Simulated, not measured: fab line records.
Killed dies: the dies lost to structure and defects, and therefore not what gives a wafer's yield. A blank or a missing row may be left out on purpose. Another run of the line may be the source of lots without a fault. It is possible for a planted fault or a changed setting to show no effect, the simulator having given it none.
Which of the tools did it? :: flow n5Finfet :: 7 lots with 21 wafers sampled at 3 steps, on a route of 1938 steps

## WHAT EACH GAUGE READ, for each wafer
N5_BEOL_M12_CD_MEAS_10: the cd target is 140 nm.
lot: L635
measured: day 11 06:32
on: cdSem-01
cdNm (nm): 138.8 139.7 140.2

lot: L636
measured: day 12 10:15
on: cdSem-02
cdNm (nm): - - -

lot: L641
measured: day 13 01:25
on: cdSem-03
cdNm (nm): 140.0 138.7 139.3

lot: L647
measured: day 15 02:08
on: cdSem-01
cdNm (nm): 139.4 138.9 140.9

lot: L649
measured: day 15 17:14
on: cdSem-03
cdNm (nm): 140.1 139.4 139.0

lot: L656
measured: day 16 12:23
on: cdSem-03
cdNm (nm): 138.1 136.5 140.1

lot: L655
measured: day 18 04:26
on: cdSem-02
cdNm (nm): 142.4 140.4 138.5

## WHAT TOOL EACH LOT RAN ON (gives the tool, then ch and the chambers of the sampled wafers, and finally the start)
lot: L635
N5_BEOL_M11_CMP_52: cmp-03 ch 0,3, day 11 05:29
N5_BEOL_M12_DEVELOP_09: lithoTrack-01 ch 0, day 11 06:25

lot: L636
N5_BEOL_M11_CMP_52: cmp-01 ch 0,1,3, day 12 09:15
N5_BEOL_M12_DEVELOP_09: lithoTrack-03, day 12 10:08

lot: L641
N5_BEOL_M11_CMP_52: cmp-04 ch 0,1,3, day 13 00:22
N5_BEOL_M12_DEVELOP_09: lithoTrack-01 ch 0, day 13 01:19

lot: L647
N5_BEOL_M11_CMP_52: cmp-03 ch 0,2, day 15 01:05
N5_BEOL_M12_DEVELOP_09: lithoTrack-02 ch 0, day 15 02:01

lot: L649
N5_BEOL_M11_CMP_52: cmp-01 ch 1,2,3, day 15 16:14
N5_BEOL_M12_DEVELOP_09: lithoTrack-03 ch 0, day 15 17:08

lot: L656
N5_BEOL_M11_CMP_52: cmp-01 ch 0,2,3, day 16 11:23
N5_BEOL_M12_DEVELOP_09: lithoTrack-02 ch 0, day 16 12:17

lot: L655
N5_BEOL_M11_CMP_52: cmp-04 ch 0,1,3, day 18 03:26
N5_BEOL_M12_DEVELOP_09: lithoTrack-03 ch 0, day 18 04:19
- N5_BEOL_M11_CMP_52: polishes, stops on SiCOH lowk, t overpolish 7 s, target thk 140 nm.
- N5_BEOL_M12_DEVELOP_09: develop time 45 s.

## THE ANSWER, worked out from the rows above alone
Rule: usual is defined by the lots themselves. Put in order of their means at a reading, lots are off if they are a third of the lots or fewer, leave a main group of 4 or more, and stand apart from it by a gap of 3 or more times the standard deviation of the main group's means; of several such gaps the widest counts. Not used: any main group whose means are identical at the precision the tables above print for the reading. A lot without any number at a reading at which 4 lots or more have one is off too. All remaining lots with rows at the step are treated as sound.
Off, at N5_BEOL_M12_CD_MEAS_10 on cdNm: L636. Without a number there: L636. Mean 139.5 nm and standard deviation 0.65 in the main group.
A tool fits if, at a process step before that reading, it ran every lot that is off, and no sound lot after the first of them. The gauges at N5_BEOL_M12_CD_MEAS_10 are tried like those tools. Not one of the candidates tried fits.

## WHAT THE SIMULATOR HAD INSERTED
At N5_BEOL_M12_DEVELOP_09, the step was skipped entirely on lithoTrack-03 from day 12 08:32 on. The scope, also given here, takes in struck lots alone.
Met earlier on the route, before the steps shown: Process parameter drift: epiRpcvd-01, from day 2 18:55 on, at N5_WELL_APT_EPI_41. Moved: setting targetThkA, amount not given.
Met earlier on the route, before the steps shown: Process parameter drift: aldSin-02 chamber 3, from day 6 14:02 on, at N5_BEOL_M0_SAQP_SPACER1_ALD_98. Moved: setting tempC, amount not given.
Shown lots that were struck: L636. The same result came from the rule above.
